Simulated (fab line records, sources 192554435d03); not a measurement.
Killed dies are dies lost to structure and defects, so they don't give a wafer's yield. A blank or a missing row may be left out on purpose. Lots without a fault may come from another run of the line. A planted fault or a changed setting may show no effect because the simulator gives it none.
Split-lot experiment | flow n5_finfet | 7 lots, 21 wafers read, on a route of 1938 steps

THE SPLIT
At N5_BEOL_M7_VIA_ETCH_34 (etches SiCOH lowk in C4F6/O2, target depth 125.5 nm, time 50.5 s), the setting time_s was moved away from the recipe's 50.5 s on 9 of the 21 wafers read, by -21.9% to +21.6%. The other wafers ran this setting at the recipe's value.

The reading is taken at the split's own step.

THE READING
SOC_of_BEOL_M7_COAT_63.thk_nm (the simulator's own value, which no gauge read), in nm, at N5_BEOL_M7_VIA_ETCH_34 (etches SiCOH lowk in C4F6/O2, target depth 125.5 nm, time 50.5 s). The file gives no usual value for it. The 12 wafers here that ran the recipe average 54.0 nm, standard deviation 0.16 nm.

wafer  | tool, chamber at the split | time_s as run, s | against the recipe | SOC_of_BEOL_M7_COAT_63.thk_nm, nm | against lot-mates on the recipe
L083.3 | rie_diel-04, 3             | 50.5             | recipe             | 53.6                              | -
L083.4 | rie_diel-04, 2             | 50.5             | recipe             | 54                                | -
L083.5 | rie_diel-04, 0             | 50.5             | recipe             | 54                                | -
L086.1 | rie_diel-03, 0             | 50.5             | recipe             | 54                                | -
L086.2 | rie_diel-03, 1             | 59.31            | +17.4%             | 53                                | -1.0
L086.5 | rie_diel-03, 0             | 50.5             | recipe             | 54                                | -
L087.1 | rie_diel-03, 1             | 58.79            | +16.4%             | 53                                | -1.0
L087.2 | rie_diel-03, 3             | 58.79            | +16.4%             | 52.8                              | -1.2
L087.6 | rie_diel-03, 2             | 50.5             | recipe             | 54                                | -
L090.2 | rie_diel-05, 2             | 50.5             | recipe             | 54                                | -
L090.3 | rie_diel-05, 0             | 39.46            | -21.9%             | 55.2                              | +1.2
L090.6 | rie_diel-05, 0             | 39.46            | -21.9%             | 55.4                              | +1.4
L089.3 | rie_diel-03, 2             | 61.4             | +21.6%             | 52.6                              | -1.6
L089.5 | rie_diel-03, 0             | 61.4             | +21.6%             | 52.8                              | -1.4
L089.6 | rie_diel-03, 1             | 50.5             | recipe             | 54.2                              | -
L092.1 | rie_diel-05, 1             | 39.5             | -21.8%             | 54.8                              | +1.0
L092.2 | rie_diel-05, 0             | 50.5             | recipe             | 53.8                              | -
L092.5 | rie_diel-05, 0             | 39.5             | -21.8%             | 54.8                              | +1.0
L096.1 | rie_diel-05, 3             | 50.5             | recipe             | 54.2                              | -
L096.3 | rie_diel-05, 0             | 50.5             | recipe             | 53.8                              | -
L096.5 | rie_diel-05, 3             | 50.5             | recipe             | 54                                | -

THE FIT
A straight line over all 21 wafers: SOC_of_BEOL_M7_COAT_63.thk_nm changes by -0.0546 nm for each +1% of time_s; r = -0.97; the points scatter about the line by 0.19 nm.
The same after taking each lot's own level away (the mean of its wafers on the recipe; 21 wafers): -0.0593 nm for each +1%; r = -0.98; scatter 0.16 nm.
On that fit, the largest move of time_s shifts the reading by 1.3 nm.
The lots' own levels span 53.80 to 54.20 nm, that is 2.5 times the standard deviation above.
So the lot-to-lot level changes the slope little: the two slopes agree.
Check: with one of the wafers moved furthest among these (-21.9%) left out of the fit, the line predicts +1.25 nm for it against its lot-mates. It came out at +1.2 nm against them.

THE WHOLE CHAIN: every reading that the file lists as answering this split, in the file's order
step                   | what it does                                                     | reading                                                                        | change (the file's fit)                | r (the file's)
N5_BEOL_M7_VIA_ETCH_34 | etches SiCOH lowk in C4F6/O2, target depth 125.5 nm, time 50.5 s | etch.depth_nm (the simulator's own value, which no gauge read)                 | +1.23 nm for each +1% of the setting   | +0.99
N5_BEOL_M7_VIA_ETCH_34 | etches SiCOH lowk in C4F6/O2, target depth 125.5 nm, time 50.5 s | SOC_of_BEOL_M7_COAT_63.thk_nm (the simulator's own value, which no gauge read) | -0.0593 nm for each +1% of the setting | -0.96

THE FILE'S OWN FIT
SOC_of_BEOL_M7_COAT_63.thk_nm changes by -0.0593 nm for each +1% of time_s, r = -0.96.
